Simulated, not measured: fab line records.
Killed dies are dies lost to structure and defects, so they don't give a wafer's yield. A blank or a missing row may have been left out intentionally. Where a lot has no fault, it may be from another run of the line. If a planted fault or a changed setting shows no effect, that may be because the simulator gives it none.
A struck lot beside a sound one | flow n5-finfet | 15 steps out of a route of 1938
Sound: these wafers, L305.1, L305.2, L305.6. Struck: wafer L299.4. (L299.2 of the same lot was not struck and is left out.) The cause comes at the end.
For every step that has rows: the tool of each side, followed by ch and its chambers, followed by its first start. Under that, the readings that differ: sound wafers | struck wafers | difference of the means | sigmas: that difference in standard deviations of wafers without a fault.
alike: same words and numbers on both sides, and readings whose means sit less than 2 such deviations apart. not compared: any withheld reading, any reading some wafer has no value for, any bound like >300 that may hide the same value, and any number with overlapping values for which the record gives no deviation.
A row with sigmas, a row that says differs or no value, or rows on one side alone: a step with any of these is where the two part. When numbers do not overlap yet have no deviation, they are printed without sigmas and do not part them. Lack of a reading on every wafer of one side parts them only where that side has two or more wafers.

N5_BEOL_M4_SPUTTER_92: material Cu, target thk 4.5 nm, time 8.29 s.
  sound on pvd-sputter-02 at day 13 18:58; struck on pvd-sputter-01 at day 12 03:01
  alike: chuck-sensor-temp-C, substrate-temp-c, throttle-valve-pct
N5_BEOL_M4_ANNEAL_93: time 240 s.
  sound on pvd-sputter-02 at day 13 19:02; struck on pvd-sputter-01 at day 12 03:06
  alike: heater-power-w
then, 1 step without rows for these wafers: N5_BEOL_M4_SPUTTER_94 (material Cu, target thk 4.5 nm, time 8.29 s).
N5_BEOL_M4_ANNEAL_95: time 240 s.
  sound on pvd-sputter-02 at day 13 19:16; struck on pvd-sputter-01 at day 12 03:19
  alike: heater-power-w
then, 2 steps without rows for these wafers: N5_BEOL_M4_SPUTTER_96 (material Cu, target thk 4.5 nm, time 8.29 s); N5_BEOL_M4_ECD_50 (material Cu, target thk 300 nm).
N5_BEOL_M4_ANNEAL_51: time 90 s.
  sound on rtp-anneal-02 ch 0, day 13 19:35; struck on rtp-anneal-01 ch 0, day 12 03:44
  alike: wafer_temp_C_max
then, 1 step without rows for these wafers: N5_BEOL_M4_CMP_52 (polishes, stops on SiOC, t overpolish 6.8 s, target thk 40 nm).
N5_BEOL_M4_THK_MEAS_53: measures by xrf.
  sound on film-metro-01 at day 13 20:37; struck on film-metro-01 at day 12 04:31
  alike: M4_THK
N5_BEOL_M4_PRE_CLEAN_60: time 15 s.
  sound on cvd-co-02 ch 0,2, day 13 20:39; struck on cvd-co-02 ch 0, day 12 04:33
  alike: heater-power-w
then, 2 steps without rows for these wafers: N5_BEOL_M4_CO_CAP_55 (material Co, precursor CCTBA/H2, target thk 2 nm, time 102.1 s); N5_BEOL_M4_PRE_CLEAN_56 (time 15 s).
N5_BEOL_M4_DEP_57: deposits SiCN from 3MS/NH3, target thk 8 nm, time 14 s.
  sound on pecvd-04 ch 0,2, day 13 20:49; struck on pecvd-03 ch 1, day 12 04:43
  reading                                  | sound             | struck | difference | sigmas
  showerhead-plenum-p-Torr (Torr)          | 3.694 3.675 3.679 | 3.644  | -0.039     | -3
  model.SiCN_of_BEOL_M4_DEP_57.thk-nm (nm) | 8 8 8.2           | 8.6    | +0.5       |
  alike: throttle-valve-pct
N5_BEOL_M4_RS_MEAS_58: uses a four-point probe to measure.
  sound on film-metro-02 at day 13 20:52; struck on film-metro-02 at day 12 04:48
  alike: M4_RS
N5_BEOL_M4_RC_MEAS_101:
  sound on prober-02 ch 0, day 13 20:56; struck on prober-02 ch 0, day 12 05:01
  reading       | sound          | struck | difference | sigmas
  SS_N (mV/dec) | 71.9 72.0 72.0 | 70.6   | -1.4       | -2
  alike: DIBL_N, DIBL_P, IOFF_N, IOFF_P, ION_N, ION_P, SS_P, VT_N, VT_P

== WHERE THEY PART ==
First at N5_BEOL_M4_DEP_57; last, within this record, at N5_BEOL_M4_RC_MEAS_101.

WHY: the cause the simulator had injected
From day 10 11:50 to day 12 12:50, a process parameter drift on pecvd-03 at N5_BEOL_M4_DEP_57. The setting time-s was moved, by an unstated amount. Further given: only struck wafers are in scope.
